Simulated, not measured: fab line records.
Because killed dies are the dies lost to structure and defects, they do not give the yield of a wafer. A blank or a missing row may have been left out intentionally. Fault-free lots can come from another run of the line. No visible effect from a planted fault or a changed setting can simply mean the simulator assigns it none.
A lot that was struck, set against a sound lot -- flow nand-harc -- 14 out of 1159 route steps
Sound: wafers L711.1, L711.2, L711.5. Struck: wafer L723.5. (L723.4, L723.6 of the same lot were not struck and are left out.) The cause comes at the end.
Each step with rows lists, per side, the tool, then ch with its chambers, then its first start. Under that, the readings that differ: sound wafers -- struck wafers -- difference of the means -- sigmas: that difference in standard deviations of wafers without a fault.
alike: a reading whose means differ by less than 2 such deviations, as well as words and numbers matching on both sides. not compared: withheld readings; readings where some wafer has no value; bounds like >300 that might hide an equal value; numbers whose values overlap and for which the record gives no deviation.
A row with sigmas, a row that says differs or no value, or rows on one side alone: a step with any of these is where the two part. Numbers that have no deviation but don't overlap get no sigmas and don't part them. Lack of a reading on every wafer of one side parts them only where that side has two or more wafers.

first, 6 steps without rows for these wafers: NHARC_A_STAIRCASE_EBR_213; NHARC_A_STAIRCASE_EXPOSE_214 (exposes mask STAIR 3); NHARC_A_STAIRCASE_PEB_215 (peb time 130 s); NHARC_A_STAIRCASE_DEVELOP_216 (time 140 s); NHARC_A_STAIRCASE_HARDBAKE_218 (time 140 s); NHARC_A_STAIRCASE_DESCUM_219 (chemistry O2, time 3 s).
NHARC_A_STAIRCASE_TRIM_220: chemistry O2, time 211.2 s.
  sound on rie-diel-11 ch 1,2,3, day 13 05:02; struck on rie-diel-11 ch 1, day 15 19:22
  alike: drypump-motor-current-A, oes-product-au, rf-vpp-V, showerhead-plenum-p-Torr, throttle-valve-pct
  not compared: rf-hours-counter-h
NHARC_A_STAIRCASE_ETCH_221: etches the open film in C4F8/O2, target depth 100 nm, time 40.5 s.
  sound on rie-diel-11 ch 1,2,3; struck on rie-diel-11 ch 3
  alike: oes-product-au, rf-vpp-V, run-length-s
  not compared: rf-hours-counter-h
NHARC_A_STAIRCASE_TRIM_222: chemistry O2, time 211.2 s.
  sound on rie-diel-11 ch 1,2; struck on rie-diel-11 ch 3
reading,sound,struck,difference,sigmas
rf-vpp-V (V),58.6 56.9 57.0,59.5,+2.0,+2
showerhead-plenum-p-Torr (Torr),3.37 3.33 3.33,3.66,+0.32,+2
  alike: drypump-motor-current-A, oes-product-au, throttle-valve-pct
  not compared: rf-hours-counter-h
NHARC_A_STAIRCASE_ETCH_223: etches the open film in C4F8/O2, target depth 100 nm, time 40.5 s.
  sound on rie-diel-11 ch 0,3; struck on rie-diel-11 ch 0
  alike: oes-product-au, rf-vpp-V, run-length-s
  not compared: rf-hours-counter-h
then, 1 step without rows for these wafers: NHARC_A_STAIRCASE_TRIM_224 (chemistry O2, time 211.2 s).
NHARC_A_STAIRCASE_ETCH_225: etches the open film in C4F8/O2, target depth 100 nm, time 40.5 s.
  sound on rie-diel-11 ch 1,2,3, day 13 05:55; struck on rie-diel-11 ch 0, day 15 20:02
reading,sound,struck,difference,sigmas
run-length-s (s),61.9 61.3 61.9,49.3,-12.4,-30
  alike: oes-product-au, rf-vpp-V
  not compared: rf-hours-counter-h
NHARC_A_STAIRCASE_TRIM_226: chemistry O2, time 211.2 s.
  sound on rie-diel-11 ch 0,1,2; struck on rie-diel-11 ch 1
  alike: drypump-motor-current-A, oes-product-au, rf-vpp-V, showerhead-plenum-p-Torr, throttle-valve-pct
  not compared: rf-hours-counter-h
-- jump in the record: it breaks off in module A_STAIRCASE and resumes in module END (first step shown: number 1159 of the route), and 9 days separate the struck wafers' starts before and after --
NHARC_END_SORT_01:
  only the struck wafers appear in the record here, on prober-01 ch 0 at day 24 13:27; the sound ones have no rows

== WHERE THEY PART ==
First at NHARC_A_STAIRCASE_TRIM_222; last, within this record, at NHARC_END_SORT_01.

WHY: whatever the simulator had introduced
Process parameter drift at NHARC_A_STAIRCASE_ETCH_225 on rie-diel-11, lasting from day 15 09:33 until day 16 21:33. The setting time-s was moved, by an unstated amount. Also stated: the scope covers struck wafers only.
